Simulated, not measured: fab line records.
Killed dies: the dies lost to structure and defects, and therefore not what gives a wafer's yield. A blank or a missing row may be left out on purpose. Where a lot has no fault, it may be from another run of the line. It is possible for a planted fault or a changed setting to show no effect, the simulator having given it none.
fab line records	flow nandHarc
[record] lots = 13	wafers = 37	lastDay = 33
route steps=1302 shown A_SLIT@946 A_WL_FILL@966 END@1302
lots with no fault: from the same line, run without faults
startH: the number of hours between the record's first day and the start of the first shown wafer of the lot	waitH: hours elapsed since this lot's preceding step	" repeats the value in the row above	L1.1+2: one row covering several wafers at once	- no value, or no start given	* or withheld: withheld	< > ~ a bound
route shown NAME@n: NAME is a module with steps in the file, n the number in the route of the first one	usual: the fault-free wafers' mean and standard deviation	same: alike in all rows	chamber/n: place in a boat	sites: the reading at each site	_std_site: the standard deviation of these	_edge_site: inner sites' mean taken away from outer sites' mean	radiusMm: for every site, how far away it sits from the centre of the wafer	mask NAME#n: copy n	behind: the most recent tool/chamber to have shaped the wafer	hold: what put the lot on hold/how long, in hours/how the hold closed	device: which transistor (n, p or np) failed to switch	end of line: the route-end tests of the same wafers	step lacking rows: just its recipe	killed: dies that structure and defects cost at the first sort, which is not the same as the wafer's yield	map: a wafer's dies, x killed, . not, _ none there
set.NAME: the setting the step ran with; set.NAME@STEP: the setting that earlier step ran with	model.NAME: the simulator's own value behind a step, which no gauge read
steps of the route over a sample of lots; a table a step, a row a wafer
services: a tool's chamber out of use, with start hour (startH, from the record's first day; less than 0 if before it), hours out, and reason
[[steps]]
[step NHARC_A_SLIT_CD_MEAS_21]
[usual] cdNm = 289.5/1
lot.wafer	tool	chamber	startH	waitH	cdNm
L611.1	cdSem-02	-	448.05	-	289.7
L611.3	"	-	"	"	290.3
L611.4	"	-	"	"	289.1
L612.1	cdSem-03	-	469.46	-	287.1
L612.3	"	-	"	"	288.5
L612.5	"	-	"	"	289.5
L616.1	cdSem-01	-	513.65	-	290.4
L616.4	"	-	"	"	291.0
L616.6	"	-	"	"	290.4
L618.3	cdSem-03	-	518.12	-	289.0
L618.4	"	-	"	"	290.8
L618.5	"	-	"	"	288.4
L617.1	cdSem-03	-	518.72	-	288.2
L617.4	"	-	"	"	288.4
L617.5	"	-	"	"	289.4
L619.4	cdSem-02	-	530.30	-	290.3
L619.5	"	-	"	"	290.2
L619.6	"	-	"	"	291.7
L620.3	cdSem-02	-	531.01	-	289.4
L620.5	"	-	"	"	290.1
L620.6	"	-	"	"	289.9
L624.2	cdSem-02	-	591.82	-	289.3
L624.3	"	-	"	"	289.5
L624.5	"	-	"	"	289.5
L625.1	cdSem-01	-	603.58	-	290.1
L625.4	"	-	"	"	289.5
L628.1	cdSem-02	-	614.05	-	289.1
L628.3	"	-	"	"	289.0
L630.2	cdSem-02	-	658.59	-	289.9
L630.4	"	-	"	"	290.7
L630.6	"	-	"	"	290.7
L632.2	cdSem-01	-	676.04	-	289.7
L632.4	"	-	"	"	289.9
L632.6	"	-	"	"	289.2
L633.1	cdSem-01	-	691.53	-	290.3
L633.3	"	-	"	"	288.7
L633.6	"	-	"	"	288.6
[step NHARC_A_WL_FILL_ETCHBACK_16]
[recipe] targetDepthA = 1200	timeS = 24	c4f8FlowSccm = withheld	o2FlowSccm = 8	arFlowSccm = withheld	rfW = 600	biasW = 800	chemistry = C4F8/O2/Ar
[usual] oesProductAu = 0.98/0.033	rfVppV = 725/4.1	runLengthS = 45.4/0.42
lot.wafer	tool	chamber	startH	waitH	oesProductAu	rfHoursCounterH	rfVppV	runLengthS
L611.4	rieDiel-12	0	466.60	-	1.00	0.1	724	45.9
L611.3	"	1	"	"	1.01	0.1	725	45.3
L611.1	"	3	"	"	1.00	0.1	721	45.8
L612.3	rieDiel-04	1	491.14	-	0.95	3.6	725	45.6
L612.1	"	2	"	"	0.96	3.4	728	44.8
L612.5	"	0	"	"	0.96	-	729	44.3
L616.1	rieDiel-12	1	533.17	-	0.93	1.4	725	45.5
L616.4	"	3	"	"	0.94	2.2	721	45.1
L616.6	"	1	"	"	0.92	-	725	45.5
L618.3	rieDiel-12	2	538.71	-	0.99	2.2	720	46.4
L618.4	"	3	"	"	0.99	2.3	722	45.3
L618.5	"	2	"	"	0.98	-	721	46.2
L617.4	rieDiel-10	3	540.99	-	1.00	6.0	720	45.5
L617.1	"	1	"	"	1.01	5.6	728	45.3
L617.5	"	3	"	"	0.99	-	720	45.5
L619.4	rieDiel-10	0	551.30	-	0.91	6.0	730	45.4
L619.5	"	2	"	"	0.93	-	720	45.3
L619.6	"	3	"	"	0.92	-	718	45.2
L620.3	rieDiel-12	0	551.34	-	1.00	2.8	725	45.9
L620.6	"	0	"	"	1.00	-	725	45.8
L620.5	"	1	"	"	1.00	-	727	45.1
L624.3	rieDiel-10	3	612.84	-	1.00	0.1	719	25.5
L624.2	"	0	"	"	1.00	0.1	729	45.9
L624.5	"	3	"	"	1.00	-	718	45.2
L625.1	rieDiel-10	0	624.73	-	1.00	1.2	731	45.6
L625.4	"	1	"	"	1.01	0.9	726	25.4
L628.3	rieDiel-10	1	634.11	-	0.92	1.1	728	25.6
L628.1	"	3	"	"	0.94	1.5	719	45.2
L630.2	rieDiel-04	2	681.39	-	0.93	3.9	728	45.0
L630.6	"	2	"	"	0.93	-	727	44.6
L630.4	"	0	"	"	0.91	-	730	44.4
L632.2	rieDiel-12	1	694.79	-	0.99	2.3	725	45.3
L632.4	"	2	"	"	1.00	2.1	720	45.7
L632.6	"	0	"	"	1.01	-	725	45.9
L633.3	rieDiel-10	0	711.51	-	1.01	5.4	730	45.3
L633.1	"	1	"	"	1.00	6.1	729	45.6
L633.6	"	0	"	"	1.00	-	732	45.7
[step NHARC_A_WL_FILL_ETCHBACK_26]
[recipe] targetDepthA = 520	timeS = 13.3	hbrFlowSccm = 150	rfW = 350	icpW = 350	biasW = 60	chemistry = HBr
[usual] drypumpMotorCurrentA = 5.8/0.58	hbrFlowSccm = 150.0/0.48	heBacksideLeakSccm = 2.7/0.3	oesProductAu = 1.000/0.0089	runLengthS = 34.3/0.38	throttleValvePct = 23.266/0.0089
lot.wafer	tool	chamber	startH	waitH	drypumpMotorCurrentA	hbrFlowSccm	heBacksideLeakSccm	oesProductAu	rfHoursCounterH	runLengthS	throttleValvePct
L611.3	rieSi-04	3	472.02	0.4	6.7	150.7	2.5	1.001	0.8	34.6	23.265
L611.1	"	0	"	"	5.5	149.5	2.6	1.001	0.8	34.8	23.277
L611.4	"	1	"	"	5.9	149.8	2.6	0.987	0.8	34.4	23.271
L612.1	rieSi-02	0	496.58	0.4	5.2	150.1	2.4	0.985	0.2	34.3	23.272
L612.3	"	1	"	"	6.4	149.7	2.9	0.987	0.2	34.4	23.256
L612.5	"	0	"	"	5.2	150.4	2.4	0.996	-	34.2	23.273
L616.4	rieSi-04	1	538.60	0.4	5.9	150.4	2.7	1.005	0.0	34.7	23.277
L616.1	"	2	"	"	6.2	149.4	2.6	0.997	0.0	34.2	23.267
L616.6	"	2	"	"	6.2	150.4	2.7	0.999	-	33.9	23.257
L618.4	rieSi-05	3	544.01	0.4	5.0	149.0	2.7	1.004	0.4	33.6	23.295
L618.3	"	0	"	"	5.5	150.1	2.2	0.989	0.6	34.6	23.268
L618.5	"	1	"	"	5.2	149.4	2.8	0.991	-	35.2	23.261
L617.4	rieSi-05	1	546.28	0.4	5.2	150.7	2.8	0.982	0.6	34.4	23.257
L617.1	"	2	"	"	6.0	149.5	2.8	1.001	0.5	34.1	23.269
L617.5	"	3	"	"	5.0	149.2	2.7	1.001	-	34.3	23.260
L620.3	rieSi-04	0	556.72	0.4	5.5	150.2	2.9	0.999	0.2	34.8	23.280
L620.6	"	2	"	"	6.2	149.9	2.6	1.006	-	33.8	23.257
L620.5	"	3	"	"	6.7	149.6	2.5	1.017	-	34.4	23.258
L619.4	rieSi-02	3	556.74	0.4	6.8	150.3	3.1	0.998	-	34.5	23.269
L619.6	"	0	"	"	5.2	149.2	2.4	0.980	-	34.2	23.276
L619.5	"	1	"	"	6.4	149.4	2.9	0.990	-	34.0	23.255
L624.2	rieSi-05	3	618.22	0.4	5.0	150.0	2.8	0.986	0.8	34.1	23.275
L624.3	"	2	"	"	6.0	149.5	3.0	0.997	0.8	34.2	23.268
L624.5	"	3	"	"	5.0	150.0	2.8	0.993	-	33.5	23.264
L625.4	rieSi-05	1	630.06	0.4	5.1	149.8	2.7	0.991	0.9	34.7	23.269
L625.1	"	2	"	"	6.0	149.3	2.9	1.012	0.8	34.0	23.264
L628.3	rieSi-05	0	639.40	0.4	5.5	150.2	2.3	0.999	1.2	34.5	23.247
L628.1	"	1	"	"	5.2	151.2	2.8	0.985	1.0	34.7	23.248
L630.4	rieSi-05	1	686.72	0.4	5.2	150.6	2.7	0.994	0.1	34.4	23.265
L630.2	"	3	"	"	5.0	150.6	2.6	1.001	0.1	33.7	23.262
L630.6	"	1	"	"	5.2	150.2	2.6	0.998	-	34.4	23.267
L632.4	rieSi-05	1	700.13	0.4	5.2	149.2	2.8	0.997	0.2	34.4	23.263
L632.2	"	3	"	"	5.0	149.8	2.8	1.006	0.2	33.9	23.248
L632.6	"	2	"	"	6.0	151.0	2.7	1.021	-	34.6	23.256
L633.3	rieSi-04	3	716.94	0.4	6.7	150.2	2.5	1.017	0.0	34.3	23.264
L633.1	"	0	"	"	5.5	149.3	2.6	1.009	0.0	34.5	23.255
L633.6	"	2	"	"	6.2	149.4	2.6	1.008	-	34.3	23.275
[step NHARC_A_WL_FILL_ALD_19]
[recipe] targetThkA = 20	pulseTimeS = 3	aldCycles = 100	tempC = 450	material = TiN
[usual] heaterPowerW = 1153/160	precursorPulseHeightRel = 1.003/0.02
lot.wafer	tool	chamber	startH	waitH	heaterPowerW	precursorPulseHeightRel
L611.4	aldMetal-01	0	472.29	0.1	1183	1.003
L611.1	"	2	"	"	1122	0.994
L611.3	"	3	"	"	1041	0.994
L612.3	aldMetal-01	1	496.86	0.1	977	1.021
L612.1	"	3	"	"	1068	0.992
L612.5	"	0	"	"	1150	0.964
L616.4	aldMetal-03	3	538.87	0.1	1221	0.974
L616.1	"	0	"	"	1608	0.985
L616.6	"	3	"	"	1216	1.008
L618.3	aldMetal-01	1	544.27	0.1	936	1.025
L618.4	"	3	"	"	1098	1.017
L618.5	"	1	"	"	1009	0.988
L617.4	aldMetal-03	3	546.56	0.1	1214	1.005
L617.1	"	0	"	"	1600	1.000
L617.5	"	2	"	"	1244	1.038
L620.3	aldMetal-01	0	556.96	0.1	1197	1.004
L620.6	"	0	"	"	1154	0.990
L620.5	"	1	"	"	990	1.011
L619.4	aldMetal-04	2	557.06	0.2	1110	0.977
L619.5	"	3	"	"	1149	0.955
L619.6	"	1	"	"	1007	0.978
L624.3	aldMetal-03	3	618.52	0.1	1223	1.013
L624.2	"	1	"	"	1011	1.003
L624.5	"	0	"	"	1627	0.967
L625.4	aldMetal-04	0	630.32	0.1	1167	0.991
L625.1	"	2	"	"	1101	1.021
L628.3	aldMetal-01	3	639.66	0.1	1074	1.001
L628.1	"	2	"	"	1052	1.017
L630.2	aldMetal-04	0	686.99	0.1	1188	1.007
L630.4	"	3	"	"	1158	1.015
L630.6	"	0	"	"	1170	0.996
L632.4	aldMetal-04	1	700.40	0.1	1050	0.989
L632.2	"	2	"	"	1131	1.037
L632.6	"	1	"	"	1063	0.985
L633.3	aldMetal-03	3	717.21	0.1	1270	0.999
L633.1	"	0	"	"	1661	0.996
L633.6	"	2	"	"	1296	1.019
[step NHARC_END_SORT_01]
[recipe] tempC = 25
[usual] killedAtArray = 54/17	killedAtOther = 1.0/1.4	killedAtPeriphery = 3.6/2.1	killedDies = 58/17	killedOpen = 3.2/2	killedShort = 2.5/1.5
[same] grossDies = 677
lot.wafer	tool	chamber	startH	waitH	killedAtArray	killedAtOther	killedAtPeriphery	killedDies	killedOpen	killedShort
L624.2	prober-02	0	696.77	2.8	56	0	1	57	1	3
L624.3	prober-02	0	697.59	3.1	677	0	0	677	1	3
L624.5	prober-02	0	699.23	3.8	63	0	1	64	4	1
L625.1	prober-02	0	710.95	2.5	58	0	2	60	3	1
L625.4	prober-02	0	713.32	3.4	673	0	4	677	3	3
L628.1	prober-02	0	722.15	2.5	68	0	8	76	0	5
L628.3	prober-02	0	723.73	3.1	675	0	2	677	1	0
// killed by level:class
L624.2 A_CHANNEL_HOLE_D2:chamberFilmFlake=24 A_CHANNEL_HOLE_D1:chamberFilmFlake=15 A_SGD_CUT:chamberFilmFlake=6 A_STAIRCASE:chamberFilmFlake=3 A_CHANNEL_FILL_D2:chamberFilmFlake=3 P_CONTACT:geometricParticle:short=1 A_STAIRCASE:geometricParticle:short=1 A_WL_FILL:geometricParticle:short=1
L624.3 A_WL_FILL:areaEtchback=609 A_CHANNEL_HOLE_D2:chamberFilmFlake=25 A_CHANNEL_HOLE_D1:chamberFilmFlake=20 A_SGD_CUT:chamberFilmFlake=7 A_CHANNEL_FILL_D2:chamberFilmFlake=4 A_STAIRCASE:chamberFilmFlake=2 A_SLIT:chamberFilmFlake=2 A_WL_FILL:chamberFilmFlake=2
L624.5 A_CHANNEL_HOLE_D2:chamberFilmFlake=23 A_CHANNEL_HOLE_D1:chamberFilmFlake=17 A_SGD_CUT:chamberFilmFlake=9 A_CHANNEL_FILL_D2:chamberFilmFlake=3 A_SLIT:chamberFilmFlake=3 A_CONTACT:chamberFilmFlake=3 P_CONTACT:geometricParticle:open=1 A_CHANNEL_HOLE_D1:geometricParticle:open=1
L625.1 A_SLIT:chamberFilmFlake=33 A_CHANNEL_HOLE_D1:chamberFilmFlake=12 A_CONTACT:chamberFilmFlake=6 P_CONTACT:geometricParticle:open=1 A_ONON_D1:geometricParticle:short=1 A_CHANNEL_FILL_D1:geometricParticle:open=1 A_CONTACT:geometricParticle:open=1 P_STI:chamberFilmFlake=1
L625.4 A_WL_FILL:areaEtchback=611 A_SLIT:chamberFilmFlake=36 A_CHANNEL_HOLE_D1:chamberFilmFlake=9 A_CONTACT:chamberFilmFlake=5 A_BLC:chamberFilmFlake=4 P_STI:chamberFilmFlake=3 A_STAIRCASE:chamberFilmFlake=2 P_CONTACT:geometricParticle:short=1
L628.1 A_SLIT:chamberFilmFlake=24 A_CHANNEL_HOLE_D2:chamberFilmFlake=18 A_CHANNEL_HOLE_D1:chamberFilmFlake=14 A_STAIRCASE:chamberFilmFlake=5 P_STI:chamberFilmFlake=4 A_CHANNEL_FILL_D1:chamberFilmFlake=4 P_GATE:chamberFilmFlake=2 P_GATE:geometricParticle:short=1
L628.3 A_WL_FILL:areaEtchback=611 A_CHANNEL_HOLE_D2:chamberFilmFlake=23 A_SLIT:chamberFilmFlake=20 A_CHANNEL_HOLE_D1:chamberFilmFlake=10 A_STAIRCASE:chamberFilmFlake=4 A_CONTACT:chamberFilmFlake=4 A_CHANNEL_FILL_D1:chamberFilmFlake=2 A_BLC:geometricParticle:open=1
[[services]]
tool	chamber	startH	hours	kind
rieDiel-12	-	445.40	9.0	pm
rieSi-05	-	455.55	5.3	repair
rieSi-05	3	466.40	13.4	repair
rieDiel-12	1	473.23	15.9	repair
rieSi-05	-	482.00	9.0	pm
aldMetal-03	2	506.74	7.9	repair
rieSi-04	-	519.00	9.0	pm
aldMetal-01	-	526.00	10.0	pm
rieDiel-10	1	547.13	4.0	repair
aldMetal-01	-	560.26	0.5	repair
rieDiel-12	-	561.26	1.0	repair
aldMetal-03	-	568.00	10.0	pm
aldMetal-03	2	592.57	2.5	repair
aldMetal-01	3	595.08	3.8	repair
rieDiel-10	-	596.50	9.0	pm
rieSi-05	1	605.40	13.7	repair
rieDiel-12	1	621.60	15.4	repair
rieDiel-12	-	622.40	9.0	pm
rieSi-04	-	630.44	0.4	repair
rieSi-05	-	659.00	9.0	pm
aldMetal-03	-	660.34	0.9	repair
rieDiel-12	2	683.95	4.8	repair
aldMetal-01	-	704.00	10.0	pm
rieDiel-12	3	707.50	11.6	repair
[[key]]
[firstSign] step = NHARC_A_WL_FILL_ETCHBACK_16	reading = runLengthS	direction = down	sigmas = 47	usual = *	struck = *
[effect] step = NHARC_END_SORT_01	reading = killedDies	direction = up	sigmas = 36	usual = 58	struck = 677
[moreKillsBornAt] NHARC_A_WL_FILL_ETCHBACK_16@rieDiel-10 = 1831
metAt NHARC_A_WL_FILL_ETCHBACK_16
struckLots L624,L625,L628
struckWafers L624.3,L625.4,L628.3
laterRowsLeftOut L624.3,L625.4,L628.3
testerLeftOut L624,L625,L628
notActingAt NHARC_A_SLIT_CD_MEAS_21,NHARC_A_WL_FILL_ETCHBACK_26,NHARC_A_WL_FILL_ALD_19
onsetBetween 551.30 612.84
[fault] kind = processParameterDrift	tool = rieDiel-10	chamber = -	onsetH = 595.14	steps = NHARC_A_WL_FILL_ETCHBACK_16	channel = timeS	offset = *	shape = step	endH = 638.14	scope = struckWafersOnly	actsIn = *	stated = *
// testerLeftOut: of these lots the tester's yield and bins aren't shown, on N5 and GAA mostly nor the transistor test; their killed dies are dies lost to structure and defects alone, not to doping, threshold or leakage, so they don't give the yield
// laterRowsLeftOut: the simulator's readings of these wafers behind a module that went badly wrong aren't trusted and aren't shown, but for the sort
